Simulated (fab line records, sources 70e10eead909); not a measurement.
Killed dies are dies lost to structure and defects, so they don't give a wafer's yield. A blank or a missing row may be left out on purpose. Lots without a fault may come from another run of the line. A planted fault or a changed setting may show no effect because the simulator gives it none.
One fault seen from 3 desks | flow nand_harc | each desk has only its own numbers; what lay behind them comes last

THE TOOL OWNER'S DESK: rie_diel-10
The tool's own readings at NHARC_HYBRID_BOND_ACTIVATE_00 (chemistry N2, time 60 s): means of the sampled wafers that have a number, for each lot that ran on this tool. A lot is out of limits, marked OUT, if its mean lies more than 4 standard deviations from the usual mean; the brackets give that distance.
Columns: A = drypump_motor_current_A at NHARC_HYBRID_BOND_ACTIVATE_00, usual 5.9 A; B = n2_flow_sccm at NHARC_HYBRID_BOND_ACTIVATE_00, usual 200.0 sccm; C = oes_product_au at NHARC_HYBRID_BOND_ACTIVATE_00, usual 1.001 a.u.; D = rf_vpp_V at NHARC_HYBRID_BOND_ACTIVATE_00, usual 64.2 V; E = run_length_s at NHARC_HYBRID_BOND_ACTIVATE_00, usual 81.3 s; F = showerhead_plenum_p_Torr at NHARC_HYBRID_BOND_ACTIVATE_00, usual 1.80 Torr
lot  | first seen here | A   | B     | C     | D    | E               | F
L615 | day 18 05:44    | 5.9 | 199.8 | 1.006 | 64.3 | 81.3            | 1.79
L619 | day 18 12:34    | 6.0 | 199.6 | 0.999 | 65.0 | 80.8            | 1.84
L617 | day 18 13:58    | 6.4 | 200.3 | 1.006 | 64.6 | 81.1            | 1.76
L618 | day 18 14:19    | 5.9 | 200.1 | 1.001 | 64.3 | 81.0            | 1.84
L623 | day 20 03:19    | 6.5 | 200.3 | 0.991 | 63.7 | 78.1 (-8.2) OUT | 1.81
L625 | day 20 18:02    | 5.4 | 199.8 | 1.002 | 64.3 | 78.3 (-7.6) OUT | 1.81
L636 | day 23 21:25    | 5.9 | 199.4 | 1.001 | 64.0 | 81.0            | 1.78
This desk's finding: out of limits on L623, L625; first on L623, day 20 03:19 (run_length_s at NHARC_HYBRID_BOND_ACTIVATE_00). In limits: L615, L619, L617, L618, L636.

THE METROLOGY DESK
What the gauges read, lot by lot, whatever tool the lot ran on: means of the sampled wafers that have a number. A lot is out of limits, marked OUT, if its mean lies more than 4 standard deviations from the usual mean; the brackets give that distance.
Columns: A = overlay_x_nm at NHARC_A_BONDPAD_OVL_MEAS_35, usual -1 nm; B = overlay_y_nm at NHARC_A_BONDPAD_OVL_MEAS_35, usual 1 nm
lot  | first seen here | A   | B
L616 | day 18 01:32    | 9   | -3
L615 | day 18 02:49    | 8   | 3
L619 | day 18 05:44    | -2  | -2
L617 | day 18 11:11    | 6   | 3
L618 | day 18 11:21    | 8   | 6
L620 | day 19 00:47    | -6  | 1
L624 | day 19 18:16    | -6  | -6
L623 | day 20 00:30    | -11 | 6
L625 | day 20 15:16    | 8   | 4
L632 | day 21 22:39    | -4  | -5
L638 | day 22 20:37    | 5   | 11
L636 | day 23 18:38    | -3  | 0
This desk's finding: nothing out of limits on any of the 12 lots.

THE DEFECT DESK
What the inspections along the route counted, lot by lot: means of the sampled wafers that have a number. A lot is out of limits, marked OUT, if its mean lies more than 4 standard deviations from the usual mean; the brackets give that distance.
Columns: A = raw_defect_count at NHARC_HYBRID_BOND_INSPECT_06, usual 34
lot  | first seen here | A
L616 | day 18 14:51    | 29
L615 | day 18 23:32    | 27
L619 | day 18 23:32    | 36
L617 | day 18 23:33    | 23
L618 | day 18 23:34    | 17
L620 | day 19 13:15    | 15
L624 | day 20 09:22    | 43
L623 | day 20 18:18    | 31
L625 | day 21 03:46    | 33
L632 | day 22 09:26    | 57
L638 | day 23 09:34    | 35
L636 | day 24 07:10    | 54
This desk's finding: nothing out of limits on any of the 12 lots.

PUT TOGETHER
The tool owner's desk could have raised an alarm at day 20 03:19, on L623, L625.
The metrology desk saw nothing out of limits.
The defect desk saw nothing out of limits.
The metrology desk has L623, L625 on record, within its limits.
The defect desk has L623, L625 on record, within its limits.
Of the lots named, all ran NHARC_HYBRID_BOND_ACTIVATE_00 on rie_diel-10.

WHAT THE SIMULATOR HAD PUT IN
Process parameter drift: rie_diel-10, from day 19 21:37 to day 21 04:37, at NHARC_HYBRID_BOND_ACTIVATE_00. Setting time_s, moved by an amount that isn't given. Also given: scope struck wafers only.
Lots struck among those shown: L623, L625.
Hours from the fault's start to each desk's first reading out of limits: the tool owner's desk, 6.
